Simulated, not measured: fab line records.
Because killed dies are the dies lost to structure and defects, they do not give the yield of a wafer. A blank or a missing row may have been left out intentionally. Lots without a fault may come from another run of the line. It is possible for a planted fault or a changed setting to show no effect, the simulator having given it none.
fab line records | flow n5-finfet
[record] lots = 6 | wafers = 18 | last-day = 18
route steps=1938 shown BEOL_M5@1142 PASSIVATION@1936
lots untouched by any fault: they come from a run of this same line in which no faults occurred
start-h: hours from the record's first day to the start of the lot's first wafer shown | wait-h: how many hours have passed since the lot's step before this one | " unchanged from the row above | L1.1+2: a single row standing in for several wafers | - no value, or no start was given | * or withheld: withheld | < > ~ a bound
route shown NAME@n: a module of which the file shows steps, and the number in the route of the first | usual: mean and standard deviation over wafers with no fault | same: alike in all rows | chamber/n: place in a boat | sites: each site's reading | _std_site: the standard deviation of these | _edge_site: mean of outer sites minus mean of inner sites | radius-mm: for every site, how far away it sits from the centre of the wafer | mask NAME#n: copy n | behind: the last tool/chamber to shape the wafer | hold: why the lot went on hold/how many hours it stayed there/how the hold came to an end | device: which transistor (n, p or np) failed to switch | end of line: at the end of the route, the tests of the same wafers | step lacking rows: just its recipe | killed: count of dies lost to structure and defects at first sort (not the wafer's yield) | map: dies across one wafer; x = killed, . = not, _ = none there
set.NAME: the run value of the setting; set.NAME@STEP: its run value at that earlier step | model.NAME: the simulator's own value behind a step, which no gauge read
a table for each step, a row for each wafer; lots at some steps of the route
services: from which hour (start-h, from the record's first day; less than 0 if before it) a tool's chamber was out of use, for how many hours, and why
[[steps]]
[step N5_BEOL_M5_COAT_22]
[recipe] resist = CAR-EUV | spin-rpm = 1500 | resist-thk-nm = 30
[step N5_BEOL_M5_EBR_24]
[recipe] solvent = PGMEA | ebr-width-mm = 1.5
[step N5_BEOL_M5_SOFTBAKE_23]
[recipe] temp-c = 110 | time-s = 60 | resist = CAR-EUV
[step N5_BEOL_M5_EXPOSE_25]
[recipe] mask-id = V4 | na = 0.33 | source-shape = quasar | sigma-inner = 0.2 | sigma-outer = 0.6 | polarization = unpolarized | defocus-nm = 10 | dose-mj = 52.75
[step N5_BEOL_M5_PEB_26]
[recipe] peb-temp-c = 100 | peb-time-s = 60 | resist = CAR-EUV
[step N5_BEOL_M5_DEVELOP_27]
[recipe] develop-time-s = 30 | developer = TMAH | resist = CAR-EUV | rinse-liquid = surfactant-rinse | dry = air-spin | dev-temp-c = 23
[step N5_BEOL_M5_CD_MEAS_28]
[recipe] target-cd-nm = 30.6 | landing-energy-ev = 500 | detector = se-inlens | target-cd-y-nm = 20 | polarity = opening
[usual] cd-nm = 30.65/0.29
lot.wafer | tool      | chamber | start-h | wait-h | cd-nm
L437.2    | cd-sem-02 | 0       | 204.78  | -      | 30.68
L437.5    | "         | 0       | "       | "      | 31.09
L437.6    | "         | 0       | "       | "      | 30.20
L441.2    | cd-sem-03 | 0       | 229.46  | -      | 30.79
L441.3    | "         | 0       | "       | "      | 30.59
L441.4    | "         | 0       | "       | "      | 30.53
L440.2    | cd-sem-02 | 0       | 231.51  | -      | 30.99
L440.4    | "         | 0       | "       | "      | 30.82
L440.6    | "         | 0       | "       | "      | 30.78
L449.1    | cd-sem-02 | 0       | 273.09  | -      | 30.05
L449.2    | "         | 0       | "       | "      | 30.72
L449.5    | "         | 0       | "       | "      | 30.34
L450.1    | cd-sem-02 | 0       | 296.59  | -      | 31.44
L450.2    | "         | 0       | "       | "      | 30.83
L450.5    | "         | 0       | "       | "      | 30.66
L454.1    | cd-sem-03 | 0       | 316.78  | -      | 30.46
L454.3    | "         | 0       | "       | "      | 30.34
L454.4    | "         | 0       | "       | "      | 30.66
[step N5_BEOL_M5_OVL_MEAS_29]
[recipe] points-per-wafer = 522
[usual] V4_OVL = -0.2/0.59
lot.wafer | tool       | chamber | start-h | wait-h | V4_OVL[nm]
L437.2    | overlay-01 | 0       | 204.82  | 0.0    | -0.4
L437.5    | "          | 0       | "       | "      | -0.8
L437.6    | "          | 0       | "       | "      | -0.5
L441.2    | overlay-01 | 0       | 229.50  | 0.0    | -0.5
L441.3    | "          | 0       | "       | "      | -0.2
L441.4    | "          | 0       | "       | "      | -0.9
L440.2    | overlay-01 | 0       | 231.54  | 0.0    | 0.9
L440.4    | "          | 0       | "       | "      | 0.7
L440.6    | "          | 0       | "       | "      | 1.2
L449.1    | overlay-02 | 0       | 273.12  | 0.0    | 0.0
L449.2    | "          | 0       | "       | "      | 0.2
L449.5    | "          | 0       | "       | "      | -0.7
L450.1    | overlay-02 | 0       | 296.62  | 0.0    | 0.1
L450.2    | "          | 0       | "       | "      | 0.0
L450.5    | "          | 0       | "       | "      | -0.1
L454.1    | overlay-01 | 0       | 316.81  | 0.0    | -0.3
L454.3    | "          | 0       | "       | "      | 0.1
L454.4    | "          | 0       | "       | "      | 0.5
[step N5_BEOL_M5_INSPECT_30]
[recipe] mode = adi | inspect-instrument = brightfield
[usual] raw-defect-count = 477/120
lot.wafer | tool              | chamber | start-h | wait-h | raw-defect-count
L437.2    | defect-inspect-02 | -       | 204.87  | 0.0    | 428
L437.5    | "                 | -       | "       | "      | 437
L437.6    | "                 | -       | "       | "      | 341
L441.2    | defect-inspect-01 | -       | 229.55  | 0.0    | 395
L441.3    | "                 | -       | "       | "      | 496
L441.4    | "                 | -       | "       | "      | 392
L440.2    | defect-inspect-01 | -       | 231.59  | 0.0    | 320
L440.4    | "                 | -       | "       | "      | 406
L440.6    | "                 | -       | "       | "      | 308
L449.1    | defect-inspect-01 | -       | 273.18  | 0.1    | 382
L449.2    | "                 | -       | "       | "      | 433
L449.5    | "                 | -       | "       | "      | 653
L450.1    | defect-inspect-01 | -       | 296.68  | 0.1    | 392
L450.2    | "                 | -       | "       | "      | 315
L450.5    | "                 | -       | "       | "      | 321
L454.1    | defect-inspect-02 | -       | 316.87  | 0.1    | 651
L454.3    | "                 | -       | "       | "      | 471
L454.4    | "                 | -       | "       | "      | 551
[step N5_BEOL_M5_DESCUM_33]
[recipe] chemistry = O2 | time-s = 7 | source-power-w = 50 | bias-power-w = 20 | pressure-mtorr = 20 | rf-frequency-hz = 2.712e+07 | temp-c = 40 | resist = CAR-EUV | o2-flow-sccm = 225
[usual] drypump-motor-current-A = 5.7/0.4 | oes-product-au = 0.82/0.078 | rf-vpp-V = 243.5/1.2 | showerhead-plenum-p-Torr = 2.11/0.048 | throttle-valve-pct = 20.38/0.19
lot.wafer | tool        | chamber | start-h | wait-h | drypump-motor-current-A | oes-product-au | rf-hours-counter-h | rf-vpp-V | showerhead-plenum-p-Torr | throttle-valve-pct
L437.2    | rie-diel-04 | 0       | 204.97  | 0.1    | 5.9                     | 0.77           | 145                | 243.7    | 2.12                     | 20.43
L437.5    | "           | 0       | "       | "      | 5.9                     | 0.77           | -                  | 243.2    | 2.12                     | 20.43
L437.6    | "           | 1       | "       | "      | 5.4                     | 0.92           | -                  | 242.3    | 2.03                     | 20.13
L441.2    | rie-diel-04 | 0       | 229.66  | 0.1    | 5.9                     | 0.76           | 152                | 242.2    | 2.12                     | 20.45
L441.3    | "           | 1       | "       | "      | 5.3                     | 0.91           | 25                 | 242.2    | 2.03                     | 20.12
L441.4    | "           | 3       | "       | "      | 5.7                     | 0.85           | 52                 | 244.2    | 2.10                     | 20.36
L440.2    | rie-diel-04 | 1       | 231.63  | 0.0    | 5.3                     | 0.90           | 25                 | 242.0    | 2.03                     | 20.12
L440.4    | "           | 0       | "       | "      | 5.9                     | 0.76           | 153                | 243.9    | 2.12                     | 20.47
L440.6    | "           | 1       | "       | "      | 5.4                     | 0.91           | -                  | 242.7    | 2.03                     | 20.12
L449.1    | rie-diel-05 | 3       | 273.76  | 0.6    | 5.6                     | 0.87           | 45                 | 242.6    | 2.06                     | 20.36
L449.2    | "           | 1       | "       | "      | 5.6                     | 0.73           | 183                | 242.7    | 2.10                     | 20.55
L449.5    | "           | 3       | "       | "      | 5.6                     | 0.86           | -                  | 241.1    | 2.06                     | 20.36
L450.1    | rie-diel-02 | 1       | 296.72  | 0.0    | 4.9                     | 0.90           | 27                 | 242.9    | 2.12                     | 20.07
L450.2    | "           | 2       | "       | "      | 5.6                     | 0.73           | 192                | 243.8    | 2.09                     | 20.36
L450.5    | "           | 1       | "       | "      | 4.9                     | 0.90           | -                  | 244.4    | 2.12                     | 20.07
L454.1    | rie-diel-04 | 1       | 317.24  | 0.4    | 5.4                     | 0.87           | 51                 | 242.5    | 2.02                     | 20.18
L454.3    | "           | 3       | "       | "      | 5.7                     | 0.81           | 79                 | 243.4    | 2.10                     | 20.40
L454.4    | "           | 0       | "       | "      | 5.9                     | 0.74           | 178                | 242.6    | 2.11                     | 20.50
[step N5_BEOL_M5_ETCH_75]
[recipe] chemistry = N2/H2 | target = underlayer | target-depth-a = 65 | mask-material = CAR-EUV | time-s = 5.2 | ion-energy-ev = 200 | pressure-mtorr = 30 | source-w = 840 | bias-w = 150 | n2-flow-sccm = 200 | h2-flow-sccm = 200 | ends = cleared
[usual] drypump-motor-current-A = 5.7/0.4 | etch-rf-on-time-s = 5.20/0.11 | oes-product-au = 0.70/0.065 | rf-vpp-V = 524.5/2.1 | showerhead-plenum-p-Torr = 2.57/0.068 | throttle-valve-pct = 17.84/0.24
lot.wafer | tool        | chamber | start-h | wait-h | drypump-motor-current-A | etch-rf-on-time-s | oes-product-au | rf-hours-counter-h | rf-vpp-V | showerhead-plenum-p-Torr | throttle-valve-pct
L437.2    | rie-diel-04 | 0       | 205.01  | 0.0    | 5.9                     | 5.15              | 0.65           | 145                | 523.6    | 2.53                     | 17.64
L437.5    | "           | 0       | "       | "      | 5.9                     | 5.13              | 0.65           | -                  | 522.4    | 2.53                     | 17.68
L437.6    | "           | 1       | "       | "      | 5.3                     | 5.06              | 0.80           | -                  | 523.1    | 2.49                     | 17.71
L441.2    | rie-diel-04 | 0       | 229.69  | 0.0    | 5.9                     | 5.16              | 0.64           | 152                | 524.7    | 2.53                     | 17.64
L441.3    | "           | 1       | "       | "      | 5.3                     | 5.09              | 0.78           | 25                 | 521.1    | 2.49                     | 17.76
L441.4    | "           | 3       | "       | "      | 5.7                     | 5.27              | 0.72           | 52                 | 523.6    | 2.61                     | 18.04
L440.2    | rie-diel-04 | 1       | 231.66  | 0.0    | 5.3                     | 5.08              | 0.78           | 25                 | 522.7    | 2.49                     | 17.75
L440.4    | "           | 0       | "       | "      | 5.9                     | 5.14              | 0.65           | 153                | 524.5    | 2.53                     | 17.66
L440.6    | "           | 1       | "       | "      | 5.4                     | 5.07              | 0.77           | -                  | 520.9    | 2.49                     | 17.74
L449.1    | rie-diel-05 | 3       | 273.79  | 0.0    | 5.6                     | 5.16              | 0.74           | 45                 | 521.5    | 2.46                     | 17.45
L449.2    | "           | 1       | "       | "      | 5.6                     | 5.08              | 0.62           | 183                | 523.6    | 2.52                     | 17.77
L449.5    | "           | 3       | "       | "      | 5.6                     | 5.14              | 0.75           | -                  | 521.0    | 2.46                     | 17.45
L450.1    | rie-diel-02 | 1       | 296.75  | 0.0    | 4.9                     | 5.33              | 0.75           | 27                 | 525.3    | 2.59                     | 17.54
L450.2    | "           | 2       | "       | "      | 5.6                     | 5.28              | 0.62           | 192                | 522.9    | 2.52                     | 17.61
L450.5    | "           | 1       | "       | "      | 4.9                     | 5.34              | 0.77           | -                  | 525.9    | 2.59                     | 17.53
L454.1    | rie-diel-04 | 1       | 317.28  | 0.0    | 5.4                     | 5.09              | 0.73           | 51                 | 521.3    | 2.48                     | 17.76
L454.3    | "           | 3       | "       | "      | 5.7                     | 5.30              | 0.69           | 79                 | 524.3    | 2.60                     | 18.08
L454.4    | "           | 0       | "       | "      | 5.9                     | 5.19              | 0.62           | 178                | 524.5    | 2.52                     | 17.68
[step N5_BEOL_M5_ETCH_67]
[recipe] chemistry = CF4 | target = SiARC | target-depth-a = 156 | mask-material = CAR-EUV | time-s = 26 | ion-energy-ev = 80 | pressure-mtorr = 40 | source-w = 545 | bias-w = 36 | Ar_flow_sccm = 100 | cf4-flow-sccm = 100 | ends = cleared
[usual] drypump-motor-current-A = 5.7/0.4 | etch-rf-on-time-s = 26.1/0.54 | oes-product-au = 0.70/0.065 | rf-vpp-V = 184.2/0.98 | showerhead-plenum-p-Torr = 2.16/0.049 | throttle-valve-pct = 15.55/0.2
lot.wafer | tool        | chamber | start-h | wait-h | drypump-motor-current-A | etch-rf-on-time-s | oes-product-au | rf-hours-counter-h | rf-vpp-V | showerhead-plenum-p-Torr | throttle-valve-pct
L437.2    | rie-diel-04 | 0       | 205.02  | 0.0    | 5.9                     | 25.8              | 0.65           | 145                | 184.9    | 2.14                     | 15.44
L437.5    | "           | 0       | "       | "      | 5.9                     | 25.9              | 0.65           | -                  | 182.8    | 2.14                     | 15.44
L437.6    | "           | 1       | "       | "      | 5.3                     | 25.9              | 0.78           | -                  | 184.0    | 2.09                     | 15.29
L441.2    | rie-diel-04 | 0       | 229.71  | 0.0    | 5.9                     | 25.9              | 0.64           | 152                | 182.7    | 2.13                     | 15.46
L441.3    | "           | 1       | "       | "      | 5.3                     | 25.4              | 0.78           | 25                 | 183.5    | 2.09                     | 15.30
L441.4    | "           | 3       | "       | "      | 5.7                     | 26.2              | 0.72           | 52                 | 184.5    | 2.19                     | 15.70
L440.2    | rie-diel-04 | 1       | 231.68  | 0.0    | 5.4                     | 25.3              | 0.78           | 25                 | 182.2    | 2.08                     | 15.32
L440.4    | "           | 0       | "       | "      | 5.9                     | 25.7              | 0.64           | 153                | 184.5    | 2.13                     | 15.46
L440.6    | "           | 1       | "       | "      | 5.4                     | 25.3              | 0.78           | -                  | 182.7    | 2.09                     | 15.31
L449.1    | rie-diel-05 | 3       | 273.81  | 0.0    | 5.6                     | 26.0              | 0.74           | 45                 | 184.2    | 2.10                     | 15.44
L449.2    | "           | 1       | "       | "      | 5.6                     | 25.6              | 0.62           | 183                | 183.6    | 2.14                     | 15.62
L449.5    | "           | 3       | "       | "      | 5.6                     | 26.2              | 0.74           | -                  | 181.5    | 2.10                     | 15.46
L450.1    | rie-diel-02 | 1       | 296.77  | 0.0    | 4.9                     | 26.6              | 0.76           | 27                 | 184.0    | 2.18                     | 15.29
L450.2    | "           | 2       | "       | "      | 5.6                     | 26.3              | 0.62           | 192                | 183.7    | 2.13                     | 15.53
L450.5    | "           | 1       | "       | "      | 4.9                     | 26.4              | 0.76           | -                  | 185.5    | 2.18                     | 15.31
L454.1    | rie-diel-04 | 1       | 317.30  | 0.0    | 5.4                     | 25.8              | 0.74           | 51                 | 183.5    | 2.08                     | 15.36
L454.3    | "           | 3       | "       | "      | 5.7                     | 26.5              | 0.69           | 79                 | 184.9    | 2.18                     | 15.77
L454.4    | "           | 0       | "       | "      | 5.9                     | 25.8              | 0.64           | 178                | 185.1    | 2.13                     | 15.50
[step N5_BEOL_M5_ETCH_68]
[recipe] chemistry = N2/H2 | target = SOC | target-depth-a = 800 | overetch-a = 160 | mask-material = SiARC | temp-c = 40 | time-s = 120 | ion-energy-ev = 200 | pressure-mtorr = 30 | source-w = 840 | bias-w = 150 | n2-flow-sccm = 200 | h2-flow-sccm = 200
[usual] drypump-motor-current-A = 5.7/0.4 | oes-product-au = 0.63/0.056 | rf-vpp-V = 524.4/1.7 | showerhead-plenum-p-Torr = 2.57/0.068 | throttle-valve-pct = 17.80/0.24
lot.wafer | tool        | chamber | start-h | wait-h | drypump-motor-current-A | oes-product-au | rf-hours-counter-h | rf-vpp-V | showerhead-plenum-p-Torr | throttle-valve-pct | model.SiARC_of_BEOL_M5_COAT_66.thk-nm | model.BEOL_M5.cd-nm
L437.2    | rie-diel-04 | 0       | 205.05  | 0.0    | 5.9                     | 0.59           | 145                | 523.5    | 2.53                     | 17.60              | 6.4                                   | 28
L437.5    | "           | 0       | "       | "      | 5.9                     | 0.58           | -                  | 525.6    | 2.53                     | 17.60              | 6.4                                   | 28.2
L437.6    | "           | 1       | "       | "      | 5.4                     | 0.71           | -                  | 521.4    | 2.49                     | 17.67              | 6.2                                   | 28
L441.2    | rie-diel-04 | 0       | 229.74  | 0.0    | 5.9                     | 0.58           | 152                | 522.9    | 2.53                     | 17.62              | 3.2                                   | 29
L441.3    | "           | 1       | "       | "      | 5.3                     | 0.69           | 25                 | 521.7    | 2.49                     | 17.69              | 2.8                                   | 29.4
L441.4    | "           | 3       | "       | "      | 5.7                     | 0.65           | 52                 | 526.0    | 2.61                     | 18.00              | 6.4                                   | 27.2
L440.2    | rie-diel-04 | 1       | 231.71  | 0.0    | 5.3                     | 0.69           | 25                 | 522.8    | 2.49                     | 17.69              | 3                                     | 28.8
L440.4    | "           | 0       | "       | "      | 5.9                     | 0.58           | 153                | 523.8    | 2.53                     | 17.61              | 6.4                                   | 28.4
L440.6    | "           | 1       | "       | "      | 5.3                     | 0.68           | -                  | 521.3    | 2.49                     | 17.69              | 6.2                                   | 28
L449.1    | rie-diel-05 | 3       | 273.84  | 0.0    | 5.6                     | 0.66           | 45                 | 522.2    | 2.46                     | 17.41              | 6.4                                   | 28.2
L449.2    | "           | 1       | "       | "      | 5.6                     | 0.56           | 184                | 523.0    | 2.52                     | 17.72              | 6.4                                   | 28
L449.5    | "           | 3       | "       | "      | 5.6                     | 0.66           | -                  | 523.1    | 2.46                     | 17.40              | 6.4                                   | 28.4
L450.1    | rie-diel-02 | 1       | 296.80  | 0.0    | 4.9                     | 0.69           | 27                 | 525.0    | 2.59                     | 17.48              | 6.6                                   | 28
L450.2    | "           | 2       | "       | "      | 5.6                     | 0.55           | 192                | 523.6    | 2.52                     | 17.57              | 6.6                                   | 28
L450.5    | "           | 1       | "       | "      | 4.9                     | 0.68           | -                  | 524.9    | 2.59                     | 17.47              | 6.6                                   | 27.8
L454.1    | rie-diel-04 | 1       | 317.32  | 0.0    | 5.4                     | 0.65           | 51                 | 522.8    | 2.47                     | 17.72              | 6.2                                   | 28
L454.3    | "           | 3       | "       | "      | 5.7                     | 0.63           | 79                 | 525.3    | 2.60                     | 18.04              | 6.4                                   | 28.2
L454.4    | "           | 0       | "       | "      | 5.9                     | 0.57           | 178                | 522.8    | 2.52                     | 17.66              | 6.4                                   | 28.2
[step N5_BEOL_M5_STRIP_69]
[recipe] chemistry = N2/H2 | temp-c = 40 | n2-flow-sccm = 200 | h2-flow-sccm = 200 | rf-frequency-hz = 6e+07
[step N5_BEOL_M5_STRIP_76]
[recipe] chemistry = N2/H2 | temp-c = 40 | n2-flow-sccm = 200 | h2-flow-sccm = 200 | rf-frequency-hz = 6e+07
[step N5_BEOL_M5_VIA_ETCH_34]
[recipe] chemistry = C4F6/O2 | target = SiCOH_lowk | target-depth-a = 883 | mask-material = SOC | taper-deg = 4 | time-s = 39.2 | ion-energy-ev = 250 | pressure-mtorr = 30 | source-w = 345 | bias-w = 185 | Ar_flow_sccm = 300 | C4F6_flow_sccm = 10 | O2_flow_sccm = 10
[usual] drypump-motor-current-A = 5.7/0.4 | oes-product-au = 0.82/0.078 | rf-vpp-V = 669/8 | showerhead-plenum-p-Torr = 2.87/0.064 | throttle-valve-pct = 20.84/0.22
lot.wafer | tool        | chamber | start-h | wait-h | drypump-motor-current-A | oes-product-au | rf-hours-counter-h | rf-vpp-V | showerhead-plenum-p-Torr | throttle-valve-pct | model.BEOL_M5.cd-nm
L437.2    | rie-diel-04 | 0       | 205.15  | 0.0    | 5.9                     | 0.76           | 145                | 656      | 2.86                     | 20.80              | 28
L437.5    | "           | 0       | "       | "      | 5.9                     | 0.76           | -                  | 656      | 2.86                     | 20.79              | 28.2
L437.6    | "           | 1       | "       | "      | 5.4                     | 0.91           | -                  | 671      | 2.78                     | 20.60              | 28
L441.2    | rie-diel-04 | 0       | 229.84  | 0.0    | 5.9                     | 0.76           | 152                | 657      | 2.86                     | 20.80              | 29
L441.3    | "           | 1       | "       | "      | 5.4                     | 0.91           | 25                 | 670      | 2.77                     | 20.62              | 29.4
L441.4    | "           | 3       | "       | "      | 5.7                     | 0.85           | 52                 | 681      | 2.90                     | 21.03              | 27
L440.2    | rie-diel-04 | 1       | 231.81  | 0.0    | 5.3                     | 0.91           | 25                 | 671      | 2.77                     | 20.61              | 28.8
L440.4    | "           | 0       | "       | "      | 5.9                     | 0.75           | 153                | 657      | 2.86                     | 20.80              | 28.4
L440.6    | "           | 1       | "       | "      | 5.3                     | 0.90           | -                  | 670      | 2.77                     | 20.63              | 28
L449.1    | rie-diel-05 | 3       | 273.94  | 0.0    | 5.6                     | 0.85           | 45                 | 665      | 2.80                     | 20.83              | 28.4
L449.2    | "           | 1       | "       | "      | 5.6                     | 0.72           | 184                | 662      | 2.85                     | 20.91              | 28.2
L449.5    | "           | 3       | "       | "      | 5.6                     | 0.86           | -                  | 664      | 2.80                     | 20.81              | 28.6
L450.1    | rie-diel-02 | 1       | 296.90  | 0.0    | 4.9                     | 0.89           | 27                 | 659      | 2.89                     | 20.56              | 28
L450.2    | "           | 2       | "       | "      | 5.6                     | 0.72           | 192                | 662      | 2.81                     | 20.64              | 28.2
L450.5    | "           | 1       | "       | "      | 4.9                     | 0.90           | -                  | 658      | 2.89                     | 20.57              | 28
L454.1    | rie-diel-04 | 1       | 317.42  | 0.0    | 5.3                     | 0.86           | 51                 | 669      | 2.76                     | 20.65              | 28
L454.3    | "           | 3       | "       | "      | 5.7                     | 0.82           | 79                 | 681      | 2.89                     | 21.09              | 28.2
L454.4    | "           | 0       | "       | "      | 5.9                     | 0.73           | 178                | 656      | 2.85                     | 20.83              | 28.4
[step N5_BEOL_M5_STRIP_85]
[recipe] chemistry = C4F6/O2 | resist = SiARC | rf-frequency-hz = 6e+07
[step N5_PASSIVATION_PROBE_49]
[usual] defect-limited-yield = 91.4/1.5 | killed_at_M0_to_M3 = 34/10 | killed_at_M4_up = 15/6 | killed-at-contacts = 12/6 | killed-at-front-end = 37/11 | killed-at-other = 3.3/2.8 | killed-dies = 101/18 | killed-open = 66/14 | killed-short = 33/7.8 | sort_bin_5_function = 5.0/0.97 | sort_bin_6_memory = 3.2/0.72 | sort-n-pass = 1079/18 | sort-yield-pct = 91.4/1.5
[same] gross-dies = 1180 | killed-at-back-side = 0 | sort_bin_4_leakage[%] = 0 | sort_bin_8_speed[%] = 0
lot.wafer | tool      | chamber | start-h | wait-h | defect-limited-yield[%] | killed_at_M0_to_M3 | killed_at_M4_up | killed-at-contacts | killed-at-front-end | killed-at-other | killed-dies | killed-open | killed-short | sort_bin_5_function[%] | sort_bin_6_memory[%] | sort-n-pass | sort-yield-pct[%]
L449.1    | prober-02 | -       | 387.64  | 0.0    | 90.1                    | 31                 | 21              | 19                 | 44                  | 2               | 117         | 86          | 28           | 5.5                    | 4.2                  | 1063        | 90.1
L449.2    | prober-02 | -       | 387.69  | 0.1    | 91.9                    | 18                 | 18              | 10                 | 46                  | 4               | 96          | 60          | 35           | 3.7                    | 4.2                  | 1084        | 91.9
L449.5    | prober-02 | -       | 387.84  | 0.2    | 92.2                    | 13                 | 19              | 12                 | 46                  | 2               | 92          | 66          | 23           | 5.2                    | 2.5                  | 1088        | 92.2
// killed by level:class
L449.1 STI_FIN_REVEAL:geometric-particle:open=21 MOL_CONTACT_COAG:geometric-particle:open=16 BEOL_M4:geometric-particle:open=13 BEOL_M2:geometric-particle:open=10 BEOL_M3:geometric-particle:open=6 FIN_SAQP:geometric-particle:short=5 BEOL_M0_SAQP:geometric-particle:open=5 STI_FIN_REVEAL:geometric-particle:short=4
L449.2 STI_FIN_REVEAL:geometric-particle:open=17 MOL_CONTACT_COAG:geometric-particle:open=7 FIN_SAQP:geometric-particle:open=5 FIN_SAQP:geometric-particle:short=5 BEOL_M0_SAQP:geometric-particle:open=5 BEOL_M0_SAQP:geometric-particle:short=5 BEOL_M4:geometric-particle:open=5 BEOL_M6:geometric-particle:open=4
L449.5 FIN_SAQP:geometric-particle:open=16 MOL_CONTACT_COAG:geometric-particle:open=11 BEOL_M4:geometric-particle:open=9 STI_FIN_REVEAL:geometric-particle:open=8 BEOL_M0_SAQP:geometric-particle:short=5 STARTING-WAFER:geometric-particle:open=5 BEOL_M1:geometric-particle:open=4 BEOL_M4:geometric-particle:short=4
[[services]]
tool        | chamber | start-h | hours | kind
rie-diel-02 | 1       | 189.27  | -     | clean
rie-diel-02 | 1       | 189.27  | -     | consumable-replace:focus-ring
rie-diel-02 | 1       | 189.27  | 21.8  | scheduled-down
rie-diel-02 | 1       | 189.27  | 21.8  | vent-cycle
rie-diel-02 | 0       | 190.78  | 2.9   | repair
rie-diel-02 | 3       | 201.95  | 4.0   | repair
rie-diel-05 | 3       | 210.20  | 15.3  | repair
rie-diel-02 | 3       | 264.08  | 11.4  | repair
rie-diel-02 | -       | 271.71  | 2.8   | pm
rie-diel-02 | -       | 300.28  | 4.0   | repair
[[key]]
first-sign none at tools or gauges
[model-effect] step = N5_BEOL_M5_ETCH_68 | value = SiARC_of_BEOL_M5_COAT_66.thk-nm | without = 6.267 | struck = 3
[model-effect] step = N5_BEOL_M5_VIA_ETCH_34 | value = BEOL_M5.cd-nm | without = 27.67 | struck = 29.07
met-at N5_BEOL_M5_ETCH_68
struck-wafers L440.2,L441.2,L441.3
onset-between 205.05 229.74
[fault] kind = process-parameter-drift | tool = rie-diel-04 | chamber = - | onset-h = 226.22 | steps = N5_BEOL_M5_ETCH_68 | channel = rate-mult | offset = 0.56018 | shape = step | end-h = 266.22 | scope = struck-wafers-only
